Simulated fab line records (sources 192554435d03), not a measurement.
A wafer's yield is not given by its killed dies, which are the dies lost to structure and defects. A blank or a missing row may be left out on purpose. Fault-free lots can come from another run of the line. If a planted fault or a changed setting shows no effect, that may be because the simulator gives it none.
What tool caused it? + flow n5_finfet + 10 lots (30 wafers sampled), 1 step of a 1938-step route

## WHAT EACH GAUGE READ, for each wafer
N5_BEOL_M4_RC_MEAS_101.
| lot  | measured     | on        | DIBL_N (mV/V)  | DIBL_P (mV/V)  | IOFF_N (nA/um) | IOFF_P (nA/um) | ION_N (uA/um) | ION_P (uA/um) | SS_N (mV/dec)  | SS_P (mV/dec)  | VT_N (mV)   | VT_P (mV)      |
|------|--------------|-----------|----------------|----------------|----------------|----------------|---------------|---------------|----------------|----------------|-------------|----------------|
| L416 | day 8 17:50  | prober-01 | 37.7 36.6 37.5 | 37.9 37.3 37.5 | 0.21 0.18 0.19 | 0.25 0.23 0.23 | 689 679 683   | 467 465 461   | 72.5 71.9 72.7 | 74.7 74.8 73.5 | 244 248 246 | -249 -250 -251 |
| L419 | day 9 16:39  | prober-01 | 32.0 35.3 36.2 | 31.3 35.8 37.0 | 0.11 0.17 0.19 | 0.16 0.23 0.25 | 660 677 694   | 462 470 475   | 70.6 71.5 71.7 | 72.4 73.9 73.5 | 256 246 246 | -253 -249 -248 |
| L421 | day 9 17:25  | prober-02 | 38.1 35.4 39.0 | 38.5 33.8 39.9 | 0.20 0.14 0.22 | 0.25 0.18 0.28 | 687 670 688   | 464 456 473   | 71.9 71.4 72.3 | 73.6 72.7 74.6 | 246 251 245 | -249 -252 -248 |
| L426 | day 11 14:27 | prober-02 | 34.8 35.9 38.4 | 36.8 37.5 41.5 | 0.14 0.16 0.22 | 0.22 0.22 0.30 | 680 672 706   | 472 464 483   | 71.0 72.0 72.2 | 72.4 72.7 73.6 | 249 249 243 | -247 -249 -243 |
| L428 | day 12 12:31 | prober-01 | 38.7 37.4 39.8 | 36.9 35.4 39.0 | 0.17 0.15 0.20 | 0.20 0.18 0.24 | 686 657 690   | 460 455 466   | 71.9 71.2 72.5 | 73.5 73.8 74.3 | 248 254 249 | -252 -254 -252 |
| L430 | day 12 18:41 | prober-02 | 39.9 35.5 37.2 | 40.4 34.8 36.8 | 0.25 0.16 0.18 | 0.28 0.19 0.23 | 707 663 674   | 470 453 462   | 72.9 71.0 72.1 | 75.2 73.6 74.4 | 245 251 249 | -248 -251 -249 |
| L431 | day 13 06:35 | prober-02 | 33.7 38.1 34.3 | 34.0 39.5 34.0 | 0.11 0.18 0.11 | 0.16 0.24 0.15 | 664 683 661   | 456 474 453   | 71.0 72.7 70.8 | 72.5 73.6 72.9 | 255 252 255 | -252 -250 -255 |
| L435 | day 13 10:07 | prober-01 | 36.8 35.3 35.3 | 38.1 37.1 37.4 | 0.18 0.16 0.17 | 0.22 0.19 0.20 | 676 673 689   | 468 456 470   | 71.6 72.2 72.2 | 73.6 72.8 72.9 | 248 251 249 | -252 -254 -252 |
| L432 | day 13 10:46 | prober-02 | 36.8 39.3 36.1 | 35.1 38.0 33.2 | 0.16 0.19 0.14 | 0.19 0.25 0.16 | 683 680 671   | 464 468 451   | 71.6 72.0 71.9 | 73.5 74.0 73.2 | 249 248 252 | -251 -248 -255 |
| L438 | day 14 21:52 | prober-01 | 33.3 37.5 36.8 | 33.5 38.2 36.7 | 0.13 0.19 0.18 | 0.15 0.21 0.20 | 663 677 680   | 460 459 460   | 71.1 72.0 71.3 | 72.2 73.9 73.4 | 250 248 244 | -253 -250 -252 |

## TOOL THAT RAN EACH LOT (tool first, then ch and the chambers of the sampled wafers, then the start)
Before these readings, the record contains no process step.

## AS READ BY THE TOOLS THEMSELVES (means over the sampled wafers that have a number; for cases with no such wafer, the mark the record gives instead)
The record holds no such reading with a usual standard deviation.

## THE ANSWER, worked out from the rows above alone
Rule: usual is defined by the lots themselves. The widest of any qualifying gaps counts: lots, ordered by their means at a reading, are off when they make up no more than a third of the lots, leave a main group of 4 or more, and stand apart from it by 3 or more times the standard deviation of that group's means. Not used: any main group whose means are identical at the precision the tables above print for the reading. A lot without any number at a reading at which 4 lots or more have one is off too. Where the step has rows for the other lots, those lots are counted as sound. After the gauges, taken in route order, come the tools' own readings; for these a lot's mean is taken, as printed above. At the first step where some lot is off, the reading lying furthest off is the one used; lots without a number count as furthest.
None of the lots is off at any reading shown; this tells nothing.

## WHAT THE SIMULATOR HAD PUT IN
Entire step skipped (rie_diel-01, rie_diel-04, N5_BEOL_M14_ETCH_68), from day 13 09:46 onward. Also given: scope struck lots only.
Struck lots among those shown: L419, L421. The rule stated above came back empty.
